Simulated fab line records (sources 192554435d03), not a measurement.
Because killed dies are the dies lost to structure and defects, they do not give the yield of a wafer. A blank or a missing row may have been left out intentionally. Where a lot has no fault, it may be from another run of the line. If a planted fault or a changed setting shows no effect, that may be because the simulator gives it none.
Problem report in the 8D (eight disciplines) form, filled by code + flow n5 finfet + the parts of the form that need people (team, actions taken, sign-off) are left out

== 1. THE PROBLEM ==
At N5_PASSIVATION_PECVD_53, run length s averages 321.5 s over 4 wafers from 2 lots, while fault-free wafers read 197.3 s, standard deviation 0.66. So: +99 or more standard deviations from the usual mean.
The step: deposits SiO2 from TEOS/O2, target thk 800 nm, time 169.4 s.
First seen on wafer L104.1, day 15 13:12, on pecvd-04. The record holds 30 wafers of 10 lots with a number at this step. The rule behind "out" and "out of limits": a value lying over 4 standard deviations away from the usual mean. The rest of the wafers with a number are treated as sound.

== 2. WHAT IT IS AND WHAT IT IS NOT ==
| question                    | is                             | is not                                                                                 |
|-----------------------------|--------------------------------|----------------------------------------------------------------------------------------|
| which readings at this step | run length s                   | -                                                                                      |
| which lots                  | L104, L109                     | L101, L102, L112, L114, L115, L992, L994, L999                                         |
| which wafers of those lots  | L104.1, L104.3, L109.3, L109.5 | L104.6, L109.2                                                                         |
| read on which tools         | pecvd-04                       | pecvd-02, pecvd-03                                                                     |
| when                        | from day 15 13:12              | up to then (16 sound wafers); but 10 sound wafers of L109, L112, L114, L115 came after |

== 3. SUSPECTS, AND WHAT RULES EACH OUT ==
Counting: a tool at a process step up to the reading stays a suspect if it ran every lot that is out. Sound lots after the first of them don't rule it out here, since some wafers of a struck lot are sound.
- pecvd-04 at N5_PASSIVATION_PECVD_53 (deposits SiO2 from TEOS/O2, target thk 800 nm, time 169.4 s): kept. Every lot that is out went through it, the first being L104 (day 15 13:12); the last sound lot it ran before that was L102 (day 15 00:20). Its own readings are out on those wafers: run length s.
The count leaves pecvd-04 at N5_PASSIVATION_PECVD_53.

== 4. THE CAUSE (what the simulator had put in) ==
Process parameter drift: pecvd-04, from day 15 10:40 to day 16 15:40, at N5_PASSIVATION_PECVD_53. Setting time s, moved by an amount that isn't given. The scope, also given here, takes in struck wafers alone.
The count eliminated every tool but this one.

== 5. THE EFFECT CHAIN, in route order ==
Rows list readings where the struck wafers' mean (over those with a number) sits beyond 3 standard deviations from the usual. Only readings whose record carries a usual standard deviation are examined. hours: median over the lots of the time between each lot's start at the first step of this table that gives one and its start at this step. sigmas: the change, counted in usual standard deviations.
| hours | step                    | reading              | usual   | on struck wafers | change  | sigmas      |
|-------|-------------------------|----------------------|---------|------------------|---------|-------------|
| 0     | N5_PASSIVATION_PECVD_53 | run length s         | 197.3 s | 321.5            | +124.2  | +99 or more |
| 4     | N5_PASSIVATION_PROBE_49 | defect limited yield | 91.5 %  | 0.0              | -91.5   | -65         |
| 4     | N5_PASSIVATION_PROBE_49 | killed at other      | 3.9     | 1086.8           | +1082.8 | +99 or more |
| 4     | N5_PASSIVATION_PROBE_49 | killed dies          | 100     | 1180             | +1080   | +64         |
| 4     | N5_PASSIVATION_PROBE_49 | killed on rim        | 13      | 152              | +139    | +36         |
| 4     | N5_PASSIVATION_PROBE_49 | sort_bin_5_function  | 5.0 %   | 96.5             | +91.5   | +96         |
| 4     | N5_PASSIVATION_PROBE_49 | sort n pass          | 1079    | 0                | -1079   | -63         |
| 4     | N5_PASSIVATION_PROBE_49 | sort yield pct       | 91.4 %  | 0.0              | -91.4   | -61         |
The process steps in it:
- N5_PASSIVATION_PECVD_53: deposits SiO2 from TEOS/O2, target thk 800 nm, time 169.4 s.
- N5_PASSIVATION_PROBE_49

== 6. WHAT WOULD HAVE CAUGHT IT SOONER ==
In this record no reading fell out of limits until day 15 13:12, 3 hours after the fault had begun at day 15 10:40.
